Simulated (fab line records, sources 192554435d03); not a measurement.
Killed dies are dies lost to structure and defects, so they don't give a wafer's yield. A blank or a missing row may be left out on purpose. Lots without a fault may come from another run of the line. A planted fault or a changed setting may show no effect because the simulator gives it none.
A struck lot beside a sound one | flow n5_finfet | 28 steps out of a route of 1938
Sound: wafers L655.2, L655.5, L655.6. Struck: wafers L661.2, L661.4, L661.5. The cause comes at the end.
At each step with rows: each side's tool, then ch and its chambers, then its first start. Under that, the readings that differ: sound wafers | struck wafers | difference of the means | sigmas: that difference in standard deviations of wafers without a fault.
alike: readings whose means differ by less than 2 such deviations, and words and numbers that are the same on both sides. not compared: withheld readings, readings that some wafer has no value for, bounds like >300 that may hide the same value, and numbers for which the record gives no deviation and whose values overlap.
The two part at a step that has a row with sigmas, a row that says differs or no value, or rows on one side only. Numbers that don't overlap but have no deviation are shown without sigmas and don't part them. A reading that every wafer of one side lacks parts them only if that side has two wafers or more.

first, 7 steps without rows for these wafers: N5_BEOL_M15_COAT_22 (resist thk 800 nm); N5_BEOL_M15_EBR_24; N5_BEOL_M15_SOFTBAKE_23 (time 60 s); N5_BEOL_M15_EXPOSE_25 (exposes mask M15, target cd 400 nm); N5_BEOL_M15_PEB_26 (peb time 90 s); N5_BEOL_M15_DEVELOP_27 (develop time 45 s); N5_BEOL_M15_HARDBAKE_32 (time 120 s).
N5_BEOL_M15_CD_MEAS_28: target cd 407.6 nm.
  sound on cd_sem-02 ch 0, day 14 12:39; struck on cd_sem-03 ch 0, day 16 09:59
  alike: cd_nm
N5_BEOL_M15_OVL_MEAS_29:
  sound on overlay-02 ch 0, day 14 12:41; struck on overlay-02 ch 0, day 16 10:01
  alike: M15_OVL
N5_BEOL_M15_INSPECT_30: inspects for defects (macro).
  sound on defect_inspect-01, day 14 12:42; struck on defect_inspect-02, day 16 10:02
  alike: raw_defect_count
then, 2 steps without rows for these wafers: N5_BEOL_M15_DESCUM_33 (chemistry O2, time 7.9 s); N5_BEOL_M15_ETCH_61 (etches BARC in N2/H2, target depth 89 nm, overetch 26.7 nm, time 67.9 s).
N5_BEOL_M15_TRENCH_ETCH_34: etches SiO2 in C4F8/O2/Ar, target depth 872.93 nm, time 199 s.
  sound on rie_diel-03 ch 0,1, day 14 12:49; struck on rie_diel-01 ch 0,1,2, day 16 11:01
  reading      | sound          | struck         | difference | sigmas
  bias_w (W)   | 2033 2036 2041 | 2325 2318 2322 | +285       | +46
  rf_vpp_V (V) | 2194 2193 2247 | 2482 2504 2427 | +260       | +6
  alike: drypump_motor_current_A, oes_o_777_au, oes_product_au, showerhead_plenum_p_Torr, throttle_valve_pct
  not compared: rf_hours_counter_h, model.etch.depth_nm
N5_BEOL_M15_STRIP_36: strips in O2.
  sound on rie_diel-03 ch 0,3, day 14 16:52; struck on rie_diel-02 ch 0,2,3, day 16 11:15
  alike: drypump_motor_current_A, oes_product_au, rf_vpp_V, showerhead_plenum_p_Torr, temp_c, throttle_valve_pct
  not compared: rf_hours_counter_h
N5_BEOL_M15_STRIP_62: strips in O2.
  sound on rie_diel-03 ch 0,3; struck on rie_diel-02 ch 0,2,3
  alike: drypump_motor_current_A, oes_product_au, rf_vpp_V, showerhead_plenum_p_Torr, temp_c, throttle_valve_pct
  not compared: rf_hours_counter_h
then, 1 step without rows for these wafers: N5_BEOL_M15_STRIP_37 (strips in O2).
N5_BEOL_M15_ETCH_38: etches SiCN in CF4/N2, target depth 106.4 nm, time 120.5 s.
  sound on rie_diel-03 ch 0,3; struck on rie_diel-02 ch 0,2,3
  alike: bias_w, drypump_motor_current_A, oes_product_au, rf_vpp_V, showerhead_plenum_p_Torr, throttle_valve_pct
  not compared: rf_hours_counter_h
then, 5 steps without rows for these wafers: N5_BEOL_M15_PRECLEAN_39 (cleans in residue remover, time 60 s); N5_BEOL_M15_SRD_40 (time 30 s, dry time 30 s); N5_BEOL_M15_DEGAS_41 (time 60 s); N5_BEOL_M15_PRE_CLEAN_42 (time 30 s); N5_BEOL_M15_SPUTTER_43 (material TaN, target thk 15 nm, time 24.19 s).
N5_BEOL_M15_SPUTTER_44: material Ta, target thk 15 nm, time 24.19 s.
  sound on pvd_sputter-02, day 14 17:32; struck on pvd_sputter-02, day 16 11:45
  alike: cathode_dc_power_W, throttle_valve_pct
then, 2 steps without rows for these wafers: N5_BEOL_M15_SPUTTER_45 (material Cu, target thk 100 nm, time 16.67 s); N5_BEOL_M15_ECD_47 (material Cu, target thk 1860 nm).
N5_BEOL_M15_ANNEAL_48: time 90 s.
  sound on rtp_anneal-02 ch 0, day 14 18:10; struck on rtp_anneal-02 ch 0, day 16 12:14
  alike: anneal_temp_c, anneal_temp_c_max, wafer_temp_C_max
N5_BEOL_M15_CMP_49: polishes, stops on SiO2, t overpolish 4.9 s, target thk 850 nm.
  sound on cmp-03 ch 2,3, day 14 18:26; struck on cmp-04 ch 0,2,3, day 16 12:29
  alike: barrier_field_endpoint_s, edge_zone_pressure_frac, motor_current_A, overpolish_run_s
  not compared: model.Cu_of_BEOL_M15_ECD_47.thk_nm
N5_BEOL_M15_THK_MEAS_50: measures by xrf.
  sound on film_metro-01, day 14 18:43; struck on film_metro-01, day 16 12:47
  alike: M15_THK

WHERE THEY PART
Only at N5_BEOL_M15_TRENCH_ETCH_34, within this record. Later steps at which nothing parts them and some readings are alike: N5_BEOL_M15_STRIP_36, N5_BEOL_M15_STRIP_62, N5_BEOL_M15_ETCH_38, N5_BEOL_M15_SPUTTER_44, N5_BEOL_M15_ANNEAL_48, N5_BEOL_M15_CMP_49, N5_BEOL_M15_THK_MEAS_50.

WHY: what the simulator had put in
Process parameter drift: rie_diel-01, from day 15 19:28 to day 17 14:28, at N5_BEOL_M15_TRENCH_ETCH_34. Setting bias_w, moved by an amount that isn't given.
